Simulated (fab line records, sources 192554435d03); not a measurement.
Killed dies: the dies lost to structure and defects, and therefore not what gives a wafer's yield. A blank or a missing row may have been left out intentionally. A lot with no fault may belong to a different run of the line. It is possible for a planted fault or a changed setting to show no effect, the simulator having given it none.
Chamber matching    flow n5-finfet    4 sister chambers for N5_BEOL_M8_VIA_ETCH_34 on rie-diel-04
The step etches SiCOH lowk in C4F6/O2, target depth 125.5 nm, time 50.5 s. 18 wafers are shown with their chamber, then 9 later ones without.

## EACH WAFER AND ITS CHAMBER
wafer   chamber  showerhead-plenum-p-Torr (Torr)  rf-vpp-V (V)  throttle-valve-pct (%)
L074.1  0        2.85                             662           21.4
L074.3  2        2.71                             687           21.1
L074.6  2        2.71                             686           21.2
L077.1  3        3.03                             700           20.4
L077.4  1        2.91                             683           20.6
L077.5  2        2.70                             686           21.2
L078.1  3        3.02                             698           20.4
L078.3  0        2.84                             662           21.4
L078.4  1        2.91                             683           20.7
L079.1  2        2.70                             686           21.2
L079.4  1        2.90                             682           20.6
L079.6  0        2.84                             661           21.4
L086.1  2        2.69                             686           21.2
L086.5  3        3.01                             701           20.4
L086.6  0        2.83                             660           21.4
L089.2  3        3.01                             698           20.5
L089.3  0        2.83                             661           21.4
L089.6  0        2.83                             658           21.4

SIGNATURES (averages over the wafers above)
reading                   chamber 0  chamber 1  chamber 2  chamber 3  scatter within a chamber
showerhead-plenum-p-Torr  2.8367     2.9067     2.7020     3.0175     0.00826
rf-vpp-V                  660.67     682.67     686.20     699.25     1.18
throttle-valve-pct        21.400     20.633     21.180     20.425     0.0398
Rule: a wafer lies at a distance from a chamber equal to the root of the sum of squares, over the readings, of (its reading less the chamber's mean, divided by the reading's scatter). The wafer belongs to the nearest chamber; if the next one is less than 2 further off, it can't be placed. The scatter is the square root of a quotient: the sum, over the shown wafers, of each reading's squared deviation from its chamber's mean, divided by wafers minus chambers.

## WAFERS WHOSE CHAMBER IS MISSING
wafer   showerhead-plenum-p-Torr (Torr)  rf-vpp-V (V)  throttle-valve-pct (%)
L088.1  2.89                             683           20.7
L088.3  3.01                             699           20.4
L088.6  3.01                             700           20.5
L093.1  3.03                             697           20.9
L093.4  2.89                             682           20.7
L093.6  3.01                             699           20.4
L097.2  3.00                             697           20.5
L097.3  2.88                             683           20.7
L097.6  3.02                             696           20.9

## WHICH CHAMBER EACH ONE RAN IN
wafer    from the rows above   in truth
L088.1   1                     1
L088.3   3                     3
L088.6   3                     3
L093.1   3                     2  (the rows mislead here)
L093.4   1                     1
L093.6   3                     3
L097.2   3                     3
L097.3   1                     1
L097.6   3                     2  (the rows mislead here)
Correctly placed: 7 of 9. Left unplaced by these rows: 0. Wrongly placed: 2.
